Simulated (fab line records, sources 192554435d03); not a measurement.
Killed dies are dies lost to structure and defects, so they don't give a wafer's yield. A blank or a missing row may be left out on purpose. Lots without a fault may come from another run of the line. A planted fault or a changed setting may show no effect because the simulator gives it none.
Which tool did it? | flow n5_finfet | 10 lots, 25 wafers sampled, at 5 steps of a route of 1938

WHAT THE GAUGES READ, wafer by wafer
N5_BEOL_M4_RC_MEAS_101. Usual: CJ_N 4.37, standard deviation 0.099; DIBL_N 36.3 mV/V, standard deviation 1.6; DIBL_P 36.2 mV/V, standard deviation 2; IOFF_N 0.160 nA/um, standard deviation 0.028; IOFF_N_85C 3.1 nA/um, standard deviation 0.46; IOFF_N_LIN 0.074 nA/um, standard deviation 0.011; IOFF_N_LONG 5.65e-05 nA/um, standard deviation 2.7e-06; IOFF_P 0.21 nA/um, standard deviation 0.036; ION_N 677 uA/um, standard deviation 11; ION_P 465 uA/um, standard deviation 6.9; REXT_N 75.2 ohm.um, standard deviation 1.6; SS_N 71.5 mV/dec, standard deviation 0.55; SS_P 73.3 mV/dec, standard deviation 0.64; VT_N 250 mV, standard deviation 3; VT_N_LVT 97.8 mV, standard deviation 2.9; VT_P -250 mV, standard deviation 3.5.
lot  | measured     | on        | CJ_N           | DIBL_N (mV/V)  | DIBL_P (mV/V)  | IOFF_N (nA/um)    | IOFF_N_85C (nA/um) | IOFF_N_LIN (nA/um) | IOFF_N_LONG (nA/um)        | IOFF_P (nA/um) | ION_N (uA/um) | ION_P (uA/um) | REXT_N (ohm.um)   | SS_N (mV/dec)  | SS_P (mV/dec)  | VT_N (mV)   | VT_N_LVT (mV)     | VT_P (mV)      | flag
L482 | day 8 04:13  | prober-01 | 4.31 4.42      | 32.7 35.3      | 32.0 35.6      | 0.112 0.149       | 2.3 3.0            | 0.057 0.071        | 5.41e-05 5.4e-05           | 0.15 0.19      | 668 671       | 454 462       | 73.9 73.9         | 70.4 71.5      | 72.0 72.9      | 253 249     | 101.8 98.2        | -257 -253      |
L488 | day 10 06:52 | prober-01 | 4.30 4.31      | 34.8 36.5      | 33.0 35.5      | 0.131 0.164       | 2.6 3.2            | 0.061 0.074        | 6.09e-05 6.01e-05          | 0.20 0.24      | 651 671       | 456 465       | 76.8 76.7         | 71.4 71.7      | 72.0 73.1      | 253 249     | 99.7 98.2         | -250 -245      |
L489 | day 10 15:08 | prober-01 | 4.37 4.29 4.31 | 37.8 38.0 37.6 | 38.9 39.1 38.2 | 0.187 0.190 0.177 | 3.6 3.6 3.4        | 0.086 0.087 0.082  | 5.69e-05 5.8e-05 5.72e-05  | 0.29 0.29 0.27 | 684 688 673   | 478 479 469   | 73.7 73.4 73.2    | 71.4 72.1 71.1 | 73.6 73.4 73.6 | 246 248 248 | 98.3 98.7 98.9    | -243 -243 -244 |
L495 | day 12 11:51 | prober-01 | 3.98 4.01 4.00 | 27.4 24.8 24.8 | 41.0 37.4 37.9 | 0.059 0.043 0.043 | 1.3 1.0 1.0        | 0.035 0.027 0.027  | 5.1e-05 5.1e-05 5.18e-05   | 0.30 0.23 0.24 | 533 529 527   | 471 470 469   | 147.1 147.3 147.5 | 70.0 69.9 70.2 | 74.4 73.9 73.5 | 266 270 271 | 115.4 118.2 120.7 | -245 -248 -246 | OFF
L496 | day 12 13:32 | prober-01 | 3.99 4.07 3.89 | 24.5 25.1 23.1 | 35.3 35.9 34.1 | 0.038 0.039 0.032 | 1.0 1.0 0.8        | 0.023 0.024 0.021  | 4.78e-05 4.78e-05 4.63e-05 | 0.19 0.20 0.16 | 524 523 510   | 464 459 461   | 154.0 156.1 157.6 | 69.5 69.5 68.7 | 72.9 73.0 71.9 | 273 273 276 | 121.5 122.2 124.0 | -253 -252 -253 | OFF
L497 | day 12 12:45 | prober-02 | 3.89 3.65 3.65 | 23.0 22.4 24.9 | 35.0 34.0 37.1 | 0.033 0.030 0.042 | 0.8 0.8 1.0        | 0.021 0.019 0.026  | 4.54e-05 4.37e-05 4.48e-05 | 0.18 0.17 0.21 | 513 501 522   | 465 458 472   | 151.9 154.5 151.9 | 69.0 69.3 69.5 | 72.5 72.6 73.0 | 277 278 272 | 125.9 128.0 122.9 | -251 -252 -252 | OFF
L500 | day 13 12:14 | prober-01 | 4.29 4.27      | 33.4 32.2      | 31.5 30.3      | 0.118 0.107       | 2.4 2.2            | 0.060 0.056        | 5.55e-05 5.62e-05          | 0.16 0.15      | 669 668       | 455 461       | 77.1 77.1         | 71.0 69.9      | 72.4 72.7      | 252 255     | 101.1 101.8       | -255 -254      |
L501 | day 13 12:34 | prober-02 | 4.19 4.15      | 34.3 34.5      | 34.8 34.4      | 0.135 0.128       | 2.7 2.6            | 0.067 0.063        | 5.76e-05 5.69e-05          | 0.20 0.18      | 665 665       | 463 462       | 78.4 77.3         | 71.1 70.9      | 73.0 73.1      | 251 253     | 97.9 100.1        | -249 -252      |
L502 | day 13 18:03 | prober-01 | 4.38 4.43      | 36.7 35.5      | 35.4 34.4      | 0.172 0.151       | 3.4 3.0            | 0.080 0.072        | 5.94e-05 5.91e-05          | 0.21 0.20      | 682 684       | 463 465       | 74.2 73.7         | 71.5 71.0      | 73.3 73.7      | 247 246     | 94.0 95.7         | -250 -248      |
L503 | day 13 21:29 | prober-02 | 4.37 4.42 4.35 | 36.5 35.6 36.0 | 36.4 35.2 35.8 | 0.155 0.144 0.139 | 3.0 2.9 2.8        | 0.070 0.068 0.066  | 5.66e-05 5.62e-05 5.54e-05 | 0.19 0.16 0.17 | 671 678 670   | 453 456 452   | 73.8 72.8 73.9    | 72.0 71.4 71.6 | 73.5 73.4 73.5 | 250 251 249 | 96.2 95.4 98.2    | -254 -257 -253 |

WHICH TOOL RAN EACH LOT (tool, then ch and the chambers of the sampled wafers, then the start)
lot  | N5_DUMMY_GATE_ETCH_23           | N5_SD_EPI_N_ETCHBACK_44           | N5_SD_EPI_N_ETCH_16               | N5_SD_EPI_N_VAPOR_ETCH_50
L482 | rie_si-01 ch 0,1, day 3 12:37   | rie_diel-03 ch 0,1, day 3 14:34   | rie_diel-03 ch 0,1, day 3 14:46   | epi_rpcvd-02 ch 0, day 3 15:38
L488 | rie_si-01 ch 1,3, day 4 23:03   | rie_diel-06 ch 0,1, day 5 02:11   | rie_diel-06 ch 0,1, day 5 02:23   | epi_rpcvd-03 ch 0, day 5 03:16
L489 | rie_si-05 ch 1,2, day 5 04:23   | rie_diel-03 ch 0,2,3, day 5 07:28 | rie_diel-03 ch 0,2,3, day 5 07:38 | epi_rpcvd-03 ch 0, day 5 08:34
L495 | rie_si-01 ch 0,3, day 6 16:50   | rie_diel-02 ch 0,3, day 6 18:53   | rie_diel-02 ch 0,3, day 6 19:05   | epi_rpcvd-02, day 6 20:02
L496 | rie_si-05 ch 0,1,2, day 7 00:52 | rie_diel-06 ch 0,1, day 7 02:53   | rie_diel-06 ch 0,1, day 7 03:05   | epi_rpcvd-03, day 7 04:08
L497 | rie_si-01 ch 0,1,3, day 7 06:47 | rie_diel-03 ch 0,1,3, day 7 09:06 | rie_diel-03 ch 0,1,3, day 7 09:18 | epi_rpcvd-03, day 7 10:11
L500 | rie_si-05 ch 2, day 7 22:47     | rie_diel-03 ch 0,2, day 8 00:50   | rie_diel-03 ch 0,2, day 8 01:02   | epi_rpcvd-02 ch 0, day 8 01:58
L501 | rie_si-05 ch 3, day 8 03:53     | rie_diel-06 ch 2, day 8 06:07     | rie_diel-06 ch 2, day 8 06:19     | epi_rpcvd-04 ch 0, day 8 08:18
L502 | rie_si-03 ch 2, day 8 11:40     | rie_diel-06 ch 2, day 8 13:37     | rie_diel-06 ch 2, day 8 13:49     | epi_rpcvd-04 ch 0, day 8 14:55
L503 | rie_si-03 ch 0,1,3, day 8 17:50 | rie_diel-02 ch 2,3, day 8 20:38   | rie_diel-02 ch 2,3, day 8 20:50   | epi_rpcvd-03 ch 0, day 8 21:50
- N5_DUMMY_GATE_ETCH_23: etches poly-Si in HBr/Cl2/O2, target depth 41 nm, time 22.3 s.
- N5_SD_EPI_N_ETCHBACK_44: etches SiNx in CH3F/O2, stops on SiO2, target depth 14.5 nm.
- N5_SD_EPI_N_ETCH_16: etches SiO2 in CHF3/O2, target depth 5 nm.
- N5_SD_EPI_N_VAPOR_ETCH_50: etches Si in HCl, time 54 s.

WHAT THE TOOLS THEMSELVES READ (means of the sampled wafers that have a number; where no wafer has one, the mark that the record gives instead)
N5_DUMMY_GATE_ETCH_23. Usual: HBr_flow_sccm 150.0 sccm, standard deviation 0.41; O2_flow_sccm 12.00 sccm, standard deviation 0.036; drypump_motor_current_A 5.5 A, standard deviation 0.35; mfc_cl2_sccm 79.96 sccm, standard deviation 0.25; oes_product_au 1.003 a.u., standard deviation 0.016; throttle_valve_pct 37.3 %, standard deviation 0.35.
lot  | tool      | HBr_flow_sccm (sccm) | O2_flow_sccm (sccm) | drypump_motor_current_A (A) | mfc_cl2_sccm (sccm) | oes_product_au (a.u.) | throttle_valve_pct (%) | flag
L482 | rie_si-01 | 150.2                | 11.98               | 5.8                         | 79.47               | 1.000                 | 37.3                   |
L488 | rie_si-01 | 149.4                | 11.98               | 5.4                         | 79.94               | 1.013                 | 37.2                   |
L489 | rie_si-05 | 150.0                | 12.00               | 5.9                         | 80.01               | 1.012                 | 37.5                   |
L495 | rie_si-01 | 149.9                | 12.02               | 5.3                         | 80.03               | 1.009                 | 37.2                   |
L496 | rie_si-05 | 150.3                | 12.02               | 5.5                         | 79.92               | 0.991                 | 37.4                   |
L497 | rie_si-01 | 150.0                | 12.03               | 5.5                         | 80.04               | 1.005                 | 37.2                   |
L500 | rie_si-05 | 149.8                | 11.95               | 5.2                         | 79.91               | 1.006                 | 37.8                   |
L501 | rie_si-05 | 149.6                | 11.97               | 5.6                         | 80.09               | 1.010                 | 37.7                   |
L502 | rie_si-03 | 149.6                | 11.98               | 5.5                         | 79.80               | 1.014                 | 37.8                   |
L503 | rie_si-03 | 149.8                | 12.00               | 5.3                         | 80.06               | 0.993                 | 36.9                   |

N5_SD_EPI_N_ETCHBACK_44. Usual: drypump_motor_current_A 5.7 A, standard deviation 0.41; oes_product_au 0.73 a.u., standard deviation 0.071; rf_vpp_V 298 V, standard deviation 7.2; showerhead_plenum_p_Torr 2.04 Torr, standard deviation 0.067; throttle_valve_pct 16.23 %, standard deviation 0.26.
lot  | tool        | drypump_motor_current_A (A) | oes_product_au (a.u.) | rf_vpp_V (V) | showerhead_plenum_p_Torr (Torr) | throttle_valve_pct (%) | flag
L482 | rie_diel-03 | 5.9                         | 0.67                  | 290          | 1.96                            | 16.56                  |
L488 | rie_diel-06 | 6.1                         | 0.73                  | 302          | 2.03                            | 16.02                  |
L489 | rie_diel-03 | 5.8                         | 0.76                  | 298          | 2.06                            | 16.34                  |
L495 | rie_diel-02 | 5.4                         | 0.75                  | 295          | 2.02                            | 16.17                  |
L496 | rie_diel-06 | 6.1                         | 0.70                  | 300          | 1.99                            | 16.13                  |
L497 | rie_diel-03 | 5.8                         | 0.74                  | 298          | 2.06                            | 16.27                  |
L500 | rie_diel-03 | 5.8                         | 0.73                  | 292          | 2.07                            | 16.55                  |
L501 | rie_diel-06 | 5.2                         | 0.73                  | 298          | 2.04                            | 15.90                  |
L502 | rie_diel-06 | 5.1                         | 0.73                  | 298          | 2.04                            | 15.90                  |
L503 | rie_diel-02 | 5.1                         | 0.66                  | 295          | 2.01                            | 16.20                  |

N5_SD_EPI_N_ETCH_16. Usual: CHF3_flow_sccm 50.01 sccm, standard deviation 0.14; O2_flow_sccm 5.002 sccm, standard deviation 0.014; drypump_motor_current_A 5.8 A, standard deviation 0.41; oes_product_au 0.86 a.u., standard deviation 0.087; rf_vpp_V 525 V, standard deviation 13; showerhead_plenum_p_Torr 2.45 Torr, standard deviation 0.078; throttle_valve_pct 18.79 %, standard deviation 0.26.
lot  | tool        | CHF3_flow_sccm (sccm) | O2_flow_sccm (sccm) | drypump_motor_current_A (A) | oes_product_au (a.u.) | rf_vpp_V (V) | showerhead_plenum_p_Torr (Torr) | throttle_valve_pct (%) | flag
L482 | rie_diel-03 | 49.91                 | 4.998               | 6.0                         | 0.79                  | 509          | 2.37                            | 19.11                  |
L488 | rie_diel-06 | 49.91                 | 5.002               | 6.2                         | 0.86                  | 532          | 2.44                            | 18.58                  |
L489 | rie_diel-03 | 49.91                 | 5.003               | 5.8                         | 0.90                  | 526          | 2.48                            | 18.92                  |
L495 | rie_diel-02 | 50.10                 | 4.998               | 5.4                         | 0.88                  | 520          | 2.43                            | 18.73                  |
L496 | rie_diel-06 | 50.09                 | 5.008               | 6.1                         | 0.82                  | 527          | 2.40                            | 18.68                  |
L497 | rie_diel-03 | 50.01                 | 5.013               | 5.8                         | 0.88                  | 526          | 2.48                            | 18.84                  |
L500 | rie_diel-03 | 49.85                 | 5.005               | 5.8                         | 0.85                  | 514          | 2.49                            | 19.12                  |
L501 | rie_diel-06 | 49.93                 | 5.003               | 5.1                         | 0.88                  | 524          | 2.46                            | 18.48                  |
L502 | rie_diel-06 | 49.94                 | 4.990               | 5.1                         | 0.88                  | 525          | 2.45                            | 18.48                  |
L503 | rie_diel-02 | 49.83                 | 4.998               | 5.1                         | 0.77                  | 521          | 2.42                            | 18.72                  |

N5_SD_EPI_N_VAPOR_ETCH_50. Usual: chamber_pressure_Torr 20.00 Torr, standard deviation 0.043; lamp_inner_pct 20.0 %, standard deviation 1.2; susceptor_temp_C 775.0 C, standard deviation 0.32; throttle_valve_pct 11.64 %, standard deviation 0.24.
lot  | tool         | chamber_pressure_Torr (Torr) | lamp_inner_pct (%) | susceptor_temp_C (C) | throttle_valve_pct (%) | flag
L482 | epi_rpcvd-02 | 20.04                        | 21.8               | 775.1                | 11.82                  |
L488 | epi_rpcvd-03 | 19.98                        | 19.1               | 775.1                | 11.22                  |
L489 | epi_rpcvd-03 | 20.02                        | 19.1               | 774.8                | 11.50                  |
L495 | epi_rpcvd-02 | -                            | -                  | -                    | -                      | OFF
L496 | epi_rpcvd-03 | -                            | -                  | -                    | -                      | OFF
L497 | epi_rpcvd-03 | -                            | -                  | -                    | -                      | OFF
L500 | epi_rpcvd-02 | 20.02                        | 21.8               | 774.8                | 11.95                  |
L501 | epi_rpcvd-04 | 20.07                        | 19.5               | 775.1                | 11.99                  |
L502 | epi_rpcvd-04 | 20.01                        | 19.3               | 775.0                | 11.93                  |
L503 | epi_rpcvd-03 | 19.97                        | 19.3               | 775.1                | 11.51                  |

THE ANSWER, worked out from the rows above alone
Rule: a lot is off if the mean of its wafers that have a number lies more than 3 standard deviations from the usual mean. A lot without any number at a reading at which 4 lots or more have one is off too. The other lots that the step has rows for count as sound. The gauges are gone through in route order, then the tools' own readings, and for those a lot's mean is taken as printed above. The first step at which some lot is off is used, and at that step the reading that is off furthest; a lot without a number counts as furthest.
Off: L495, L496, L497, at N5_BEOL_M4_RC_MEAS_101 (REXT_N).
A tool fits if, at a process step before that reading, it ran every lot that is off, and no sound lot after the first of them. The gauges at N5_BEOL_M4_RC_MEAS_101 aren't tried: what is off there is off at N5_SD_EPI_N_VAPOR_ETCH_50 too, on other tools, and a gauge's error can't cause that. None of those tried fits.

WHAT THE SIMULATOR HAD PUT IN
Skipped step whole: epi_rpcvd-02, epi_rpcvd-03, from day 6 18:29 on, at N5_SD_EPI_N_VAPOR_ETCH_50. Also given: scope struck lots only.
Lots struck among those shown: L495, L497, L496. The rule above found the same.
